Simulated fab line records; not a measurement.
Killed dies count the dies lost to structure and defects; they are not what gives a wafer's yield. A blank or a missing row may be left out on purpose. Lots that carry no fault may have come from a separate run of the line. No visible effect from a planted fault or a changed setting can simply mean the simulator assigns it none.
Comparing a struck lot with a sound one	flow n5_finfet	37 steps out of a route of 1938
Sound: the wafers L588.2, L588.4, L588.6. Struck: wafers L587.3, L587.4, L587.6. The cause is named last.
Order at every step that has rows: each side's tool, ch and its chambers, its first start. Under that, the readings that differ: sound wafers	struck wafers	difference of the means	sigmas: that difference in standard deviations of wafers without a fault.
alike: a reading whose means differ by less than 2 such deviations, as well as words and numbers matching on both sides. not compared: withheld readings; readings where some wafer has no value; bounds like >300 that might hide an equal value; numbers whose values overlap and for which the record gives no deviation.
The two part at a step that has a row with sigmas, a row that says differs or no value, or rows on one side only. Non-overlapping numbers with no deviation appear without sigmas and do not part them. A reading missing from all wafers of one side parts the sides only when that side holds two or more wafers.

first, 9 steps without rows for these wafers: N5_BEOL_M7_SURFACE_TREAT_79; N5_BEOL_M7_CVD_78 (deposits Co from CCTBA/H2, target thk 2 nm, time 142.3 s); N5_BEOL_M7_SPUTTER_48 (material Cu, target thk 10 nm, time 1.667 s); N5_BEOL_M7_ECD_50 (material Cu, target thk 300 nm); N5_BEOL_M7_ANNEAL_51 (time 90 s); N5_BEOL_M7_CMP_52 (polishes, stops on SiCOH lowk, t overpolish 6.9 s, target thk 80 nm); N5_BEOL_M7_PRE_CLEAN_55 (time 15 s); N5_BEOL_M7_DEP_56 (deposits SiCN from 3MS/NH3, target thk 10 nm, time 17.5 s); N5_BEOL_M8_ILD_DEP_00 (deposits SiCOH lowk from DEMS/porogen, target thk 179.75 nm, time 33.4 s).
N5_BEOL_M8_CURE_74: cures SiCOH lowk, time 240 s.
  sound on uv_cure-03 ch 1, day 10 17:51; struck on uv_cure-01 ch 2, day 10 02:28
  no value came back on the struck wafers for lamp_power_pct (%), run_length_s (s), wafer_temp_C_max; on the sound wafers lamp_power_pct (%) reads 52.21 52.15 52.24
reading	sound	struck	difference	sigmas
model.SiCOH_lowk_of_BEOL_M8_ILD_DEP_00.thk_nm (nm)	152.8 156.8 152.4	178 182 182.4	+27	
N5_BEOL_M8_THK_MEAS_01:
  sound on film_metro-01 at day 10 18:17; struck on film_metro-01 at day 10 02:49
reading	sound	struck	difference	sigmas
M8_ILD_THK (nm)	152.8 156.9 152.3	178.0 182.1 182.3	+26.8	+13
then, 24 steps without rows for these wafers: N5_BEOL_M8_PECVD_70 (deposits SiO2 from TEOS/O2, target thk 20 nm, time 22.7 s); N5_BEOL_M8_HM_DEP_02 (deposits TiN, target thk 20 nm); N5_BEOL_M8_COAT_59 (time 60 s, resist thk 100 nm); N5_BEOL_M8_COAT_60 (time 60 s, resist thk 35 nm); N5_BEOL_M8_COAT_05 (resist thk 90 nm); N5_BEOL_M8_EBR_07; N5_BEOL_M8_SOFTBAKE_06 (time 60 s); N5_BEOL_M8_EXPOSE_08 (exposes mask M8); N5_BEOL_M8_PEB_09 (peb time 60 s); N5_BEOL_M8_DEVELOP_10 (develop time 30 s); N5_BEOL_M8_DESCUM_16 (chemistry O2, time 7.9 s); N5_BEOL_M8_ETCH_61 (etches SiARC in CF4, target depth 45.5 nm, time 75.8 s); N5_BEOL_M8_ETCH_62 (etches SOC in N2/H2, target depth 110 nm, overetch 22 nm, time 165 s); N5_BEOL_M8_STRIP_68 (strips in N2/H2); N5_BEOL_M8_STRIP_67 (strips in CF4); N5_BEOL_M8_HM_OPEN_17 (chemistry Cl2/BCl3, target TiN, target depth 20 nm, overetch 6 nm); N5_BEOL_M8_STRIP_19 (strips in O2); N5_BEOL_M8_COAT_63 (time 60 s, resist thk 60 nm); N5_BEOL_M8_COAT_64 (time 60 s, resist thk 12 nm); N5_BEOL_M8_COAT_71 (time 60 s, resist thk 5 nm); N5_BEOL_M8_COAT_22 (resist thk 30 nm); N5_BEOL_M8_EBR_24; N5_BEOL_M8_SOFTBAKE_23 (time 60 s); N5_BEOL_M8_EXPOSE_25 (exposes mask V7, target cd 40 nm).
N5_BEOL_M8_CMP_52: polishes, stops on SiCOH lowk, t overpolish 6.9 s, target thk 80 nm.
  sound on cmp-03 ch 0,2,3, day 11 04:01; struck on cmp-01 ch 0,1,3, day 10 07:51
reading	sound	struck	difference	sigmas
model.SiCOH_lowk_of_BEOL_M8_ILD_DEP_00.thk_nm (nm)	149.8 153.8 149.4	175 179 179.4	+27	
  alike: motor_current_A, slurry_filter_dp_kPa, slurry_flow_ml_min
next, for these wafers, 1 step has no rows: N5_PASSIVATION_PROBE_49.

WHERE THEY PART
Last at N5_BEOL_M8_THK_MEAS_01 as far as this record goes, first at N5_BEOL_M8_CURE_74. Later steps at which nothing parts them and some readings are alike: N5_BEOL_M8_CMP_52.

WHY: the cause the simulator had injected
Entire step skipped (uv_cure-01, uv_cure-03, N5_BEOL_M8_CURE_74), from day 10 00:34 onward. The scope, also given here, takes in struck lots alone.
